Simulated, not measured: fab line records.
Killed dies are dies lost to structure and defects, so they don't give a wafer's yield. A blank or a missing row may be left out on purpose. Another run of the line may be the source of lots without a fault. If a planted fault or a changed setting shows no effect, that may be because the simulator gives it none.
What tool caused it? ; flow n5Finfet ; 10 lots, 30 wafers sampled, at 4 steps of a route of 1938

== WHAT THE GAUGES SHOWED, per wafer ==
N5_BEOL_M2_INSPECT_59: inspects for defects (darkfield).
lot;measured;on;rawDefectCount
L142;day 8 05:51;defectInspect-01;52 73 51
L139;day 8 10:46;defectInspect-02;46 111 53
L145;day 9 04:20;defectInspect-02;55 79 42
L146;day 9 11:37;defectInspect-01;289 306 295
L147;day 9 13:20;defectInspect-01;312 300 286
L154;day 11 22:17;defectInspect-02;42 67 81
L158;day 12 18:17;defectInspect-01;50 104 62
L159;day 12 23:08;defectInspect-02;97 134 80
L160;day 12 23:16;defectInspect-01;100 100 87
L161;day 13 16:38;defectInspect-02;177 112 133

== WHICH TOOL RAN EACH LOT (tool, then ch and the chambers of the sampled wafers, then the start) ==
lot;N5_BEOL_M2_SPUTTER_92;N5_BEOL_M2_CO_CAP_55;N5_BEOL_M2_PRE_CLEAN_56
L142;pvdSputter-03, day 8 04:20;cvdCo-02 ch 0,1, day 8 05:38;pecvd-01 ch 1,2, day 8 05:44
L139;pvdSputter-01, day 8 09:09;cvdCo-02 ch 1,2, day 8 10:31;pecvd-04 ch 0,1, day 8 10:37
L145;pvdSputter-03, day 9 02:47;cvdCo-01 ch 0,1, day 9 04:05;pecvd-04 ch 0,1, day 9 04:11
L146;pvdSputter-03, day 9 10:06;cvdCo-01 ch 0,2, day 9 11:25;pecvd-04 ch 0,2, day 9 11:31
L147;pvdSputter-02, day 9 11:49;cvdCo-01 ch 1,2, day 9 13:07;pecvd-04 ch 0,1,2, day 9 13:13
L154;pvdSputter-02, day 11 20:46;cvdCo-02 ch 0,1, day 11 22:05;pecvd-02 ch 0,1, day 11 22:10
L158;pvdSputter-02, day 12 16:46;cvdCo-02 ch 1,2, day 12 18:04;pecvd-02 ch 0,2, day 12 18:10
L159;pvdSputter-01, day 12 21:37;cvdCo-02 ch 0,1,2, day 12 22:55;pecvd-02 ch 0,1,2, day 12 23:01
L160;pvdSputter-03, day 12 21:43;cvdCo-01 ch 0,1, day 12 23:02;pecvd-01 ch 0,1, day 12 23:07
L161;pvdSputter-01, day 13 15:05;cvdCo-01 ch 1,2, day 13 16:23;pecvd-01 ch 0,1, day 13 16:29
- N5_BEOL_M2_SPUTTER_92: material Cu, target thk 4.5 nm, time 8.29 s.
- N5_BEOL_M2_CO_CAP_55: material Co, precursor CCTBA/H2, target thk 2 nm, time 102.1 s.
- N5_BEOL_M2_PRE_CLEAN_56: time 15 s.

== THE ANSWER, worked out from the rows above alone ==
Rule: what is usual is taken from the lots themselves. The widest of any qualifying gaps counts: lots, ordered by their means at a reading, are off when they make up no more than a third of the lots, leave a main group of 4 or more, and stand apart from it by 3 or more times the standard deviation of that group's means. The tables above print the reading to a certain number of digits; a main group whose means all agree to those digits is not used. A lot without any number at a reading at which 4 lots or more have one is off too. Any other lot the step has rows for is counted as sound.
Off: L146, L147 (N5_BEOL_M2_INSPECT_59, rawDefectCount). Main group: mean 83, sd 27.
A tool fits if, at a process step before that reading, it ran every lot that is off, and no sound lot after the first of them. Those tools and the gauges at N5_BEOL_M2_INSPECT_59 are tried in the same way. One fits: pecvd-04 at N5_BEOL_M2_PRE_CLEAN_56. Its last sound lot is L145 (day 9 04:11), its first lot that is off L146 (day 9 11:31): a fault that began between those two fits.

== WHAT THE SIMULATOR HAD INSERTED ==
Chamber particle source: pecvd-04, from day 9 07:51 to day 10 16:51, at N5_BEOL_M2_PRE_CLEAN_56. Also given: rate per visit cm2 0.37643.
Struck lots among those shown: L146, L147. The rule given above showed the same thing.
